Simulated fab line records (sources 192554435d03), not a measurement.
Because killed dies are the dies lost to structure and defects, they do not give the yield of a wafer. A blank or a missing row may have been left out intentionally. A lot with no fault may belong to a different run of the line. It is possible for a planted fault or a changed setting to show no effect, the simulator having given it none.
Chamber matching | flow n5Finfet | 3 sister chambers for N5_BEOL_M12_DEP_53 on pecvd-01
The step deposits SiCN from 3MS/NH3, target thk 30 nm, time 10.5 s. 6 wafers are shown with their chamber, then 8 later ones without.

## EACH WAFER AND ITS CHAMBER
wafer  | chamber | showerheadVppV (V) | throttleValvePct (%)
L078.6 | 0       | 1553               | 18.7
L086.2 | 0       | 1560               | 19.3
L091.1 | 2       | 1588               | 17.2
L091.2 | 1       | 1706               | 18.3
L091.4 | 2       | 1560               | 17.0
L090.3 | 1       | 1715               | 18.5

## WAFERS WITHOUT THEIR CHAMBER
wafer  | showerheadVppV (V) | throttleValvePct (%)
L090.4 | 1573               | 16.9
L090.5 | 1529               | 19.2
L093.3 | 1588               | 16.9
L093.4 | 1560               | 16.8
L093.6 | 1547               | 19.3
L095.1 | 1529               | 19.0
L095.4 | 1513               | 19.0
L095.5 | 1576               | 16.5

## WHICH CHAMBER EACH WENT THROUGH
wafer  | from the rows above | in truth
L090.4 | 2                   | 2
L090.5 | 0                   | 0
L093.3 | 2                   | 2
L093.4 | 2                   | 2
L093.6 | 0                   | 0
L095.1 | 0                   | 0
L095.4 | 0                   | 0
L095.5 | 2                   | 2
8 of 8 placed correctly. Not placeable from these rows: 0. Placed wrongly: 0.
How it was worked out, from the rows above alone: a wafer's distance from a chamber is the root of the sum, over the readings, of the square of ((its reading less the chamber's mean) divided by the reading's scatter). The wafer belongs to the nearest chamber; if the next one is less than 2 further off, it can't be placed. Each chamber's mean is taken over the wafers shown for it. The scatter is the square root of a quotient: the sum, over the shown wafers, of each reading's squared deviation from its chamber's mean, divided by wafers minus chambers.
